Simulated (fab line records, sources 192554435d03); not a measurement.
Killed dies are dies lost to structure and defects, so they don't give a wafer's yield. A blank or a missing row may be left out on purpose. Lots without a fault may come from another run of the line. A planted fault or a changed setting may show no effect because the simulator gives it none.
Split-lot experiment | flow n5_finfet | 7 lots, 21 wafers read, on a route of 1938 steps

THE SPLIT
At N5_BEOL_M12_SPUTTER_44 (material Ta, target thk 10 nm, time 16.13 s), the setting time_s was moved away from the recipe's 16.13 s on 4 of the 21 wafers read, by -9.4% to +12.6%. The other wafers ran this setting at the recipe's value.

The reading is taken at the split's own step.

THE READING
Ta_of_BEOL_M12_SPUTTER_44.thk_nm (the simulator's own value, which no gauge read), in nm, at N5_BEOL_M12_SPUTTER_44 (material Ta, target thk 10 nm, time 16.13 s). The file gives no usual value for it. The 17 wafers here that ran the recipe average 10.0 nm, standard deviation 0.14 nm.

wafer  | tool, chamber at the split | time_s as run, s | against the recipe | Ta_of_BEOL_M12_SPUTTER_44.thk_nm, nm | against lot-mates on the recipe
L076.1 | pvd_sputter-03, -          | 16.13            | recipe             | 9.6                                  | -
L076.3 | pvd_sputter-03, -          | 14.61            | -9.4%              | 8.6                                  | -1.1
L076.4 | pvd_sputter-03, -          | 16.13            | recipe             | 9.8                                  | -
L075.1 | pvd_sputter-03, -          | 16.13            | recipe             | 10.2                                 | -
L075.3 | pvd_sputter-03, -          | 18.16            | +12.6%             | 11.2                                 | +1.1
L075.5 | pvd_sputter-03, -          | 16.13            | recipe             | 10                                   | -
L077.2 | pvd_sputter-01, -          | 16.13            | recipe             | 9.8                                  | -
L077.3 | pvd_sputter-01, -          | 16.13            | recipe             | 10                                   | -
L077.6 | pvd_sputter-01, -          | 16.13            | recipe             | 10                                   | -
L079.4 | pvd_sputter-02, -          | 16.13            | recipe             | 10.2                                 | -
L079.5 | pvd_sputter-02, -          | 16.13            | recipe             | 10                                   | -
L079.6 | pvd_sputter-02, -          | 17.23            | +6.8%              | 10.8                                 | +0.7
L080.1 | pvd_sputter-03, -          | 16.13            | recipe             | 10                                   | -
L080.4 | pvd_sputter-03, -          | 16.13            | recipe             | 10                                   | -
L080.3 | pvd_sputter-03, -          | 15.49            | -4.0%              | 9.8                                  | -0.2
L082.4 | pvd_sputter-03, -          | 16.13            | recipe             | 10                                   | -
L082.5 | pvd_sputter-03, -          | 16.13            | recipe             | 10                                   | -
L082.6 | pvd_sputter-03, -          | 16.13            | recipe             | 10                                   | -
L088.2 | pvd_sputter-01, -          | 16.13            | recipe             | 10                                   | -
L088.4 | pvd_sputter-01, -          | 16.13            | recipe             | 10                                   | -
L088.5 | pvd_sputter-01, -          | 16.13            | recipe             | 10                                   | -

THE FIT
A straight line over all 21 wafers: Ta_of_BEOL_M12_SPUTTER_44.thk_nm changes by +0.112 nm for each +1% of time_s; r = +0.94; the points scatter about the line by 0.17 nm.
The same after taking each lot's own level away (the mean of its wafers on the recipe; 21 wafers): +0.0963 nm for each +1%; r = +0.97; scatter 0.095 nm.
On that fit, the largest move of time_s shifts the reading by 1.2 nm.
The lots' own levels span 9.70 to 10.10 nm, that is 3.0 times the standard deviation above.
So the lot-to-lot level changes the slope: the two fits differ.
Check: with one of the wafers moved furthest among these (+12.6%) left out of the fit, the line predicts +1.33 nm for it against its lot-mates. It came out at +1.1 nm against them.

OTHER SPLITS ON THESE WAFERS
These wafers also went through other splits before the reading. Each is held against what the fit with the lots' levels taken away leaves over:
other split on the same wafers | wafers away from the commonest value | r with Ta_of_BEOL_M12_SPUTTER_44.thk_nm (lot level and that fit taken away)
N5_BEOL_M11_COAT_22 spin_rpm   | 4                                    | -0.08
N5_BEOL_M12_COAT_04 spin_rpm   | 9                                    | -0.28

THE FILE'S OWN FIT
Ta_of_BEOL_M12_SPUTTER_44.thk_nm changes by +0.0962 nm for each +1% of time_s, r = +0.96.
